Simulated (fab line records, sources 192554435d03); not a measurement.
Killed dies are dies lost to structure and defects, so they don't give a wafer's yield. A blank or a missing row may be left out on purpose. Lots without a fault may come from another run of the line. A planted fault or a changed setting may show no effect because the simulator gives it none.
Chamber matching | flow n5_finfet | N5_BEOL_M3_PECVD_72 on pecvd-01: 3 sister chambers
The step deposits SiO2 from TEOS/O2, target thk 16 nm, time 18 s. 3 wafers are shown with their chamber, then 8 later ones without.

WAFERS WITH THEIR CHAMBER
wafer  | chamber | showerhead_plenum_p_Torr (Torr)
L089.1 | 1       | 8.74
L089.5 | 0       | 8.86
L095.2 | 2       | 8.80

WAFERS WITHOUT THEIR CHAMBER
wafer  | showerhead_plenum_p_Torr (Torr)
L095.3 | 8.75
L095.4 | 8.80
L094.2 | 8.82
L094.4 | 8.73
L094.5 | 8.80
L096.2 | 8.80
L096.3 | 8.81
L096.6 | 8.73

WHICH CHAMBER EACH WENT THROUGH
wafer  | from the rows above | in truth
L095.3 | 1                   | 1
L095.4 | 2                   | 2
L094.2 | 2                   | 2
L094.4 | 1                   | 1
L094.5 | 2                   | 2
L096.2 | 2                   | 2
L096.3 | 2                   | 2
L096.6 | 1                   | 1
Placed correctly: 8 of 8. Can't be placed from these rows: 0. Placed wrongly: 0.
How it was worked out, from the rows above alone: a wafer's distance from a chamber is the root of the sum, over the readings, of the square of ((its reading less the chamber's mean) divided by the reading's scatter). The wafer belongs to the nearest chamber; if the next one is less than 2 further off, it can't be placed. A chamber's mean is the mean of its shown wafers. The scatter: with one shown wafer a chamber, the root of the mean of the squares of how far each hidden wafer lies from its nearest shown one.
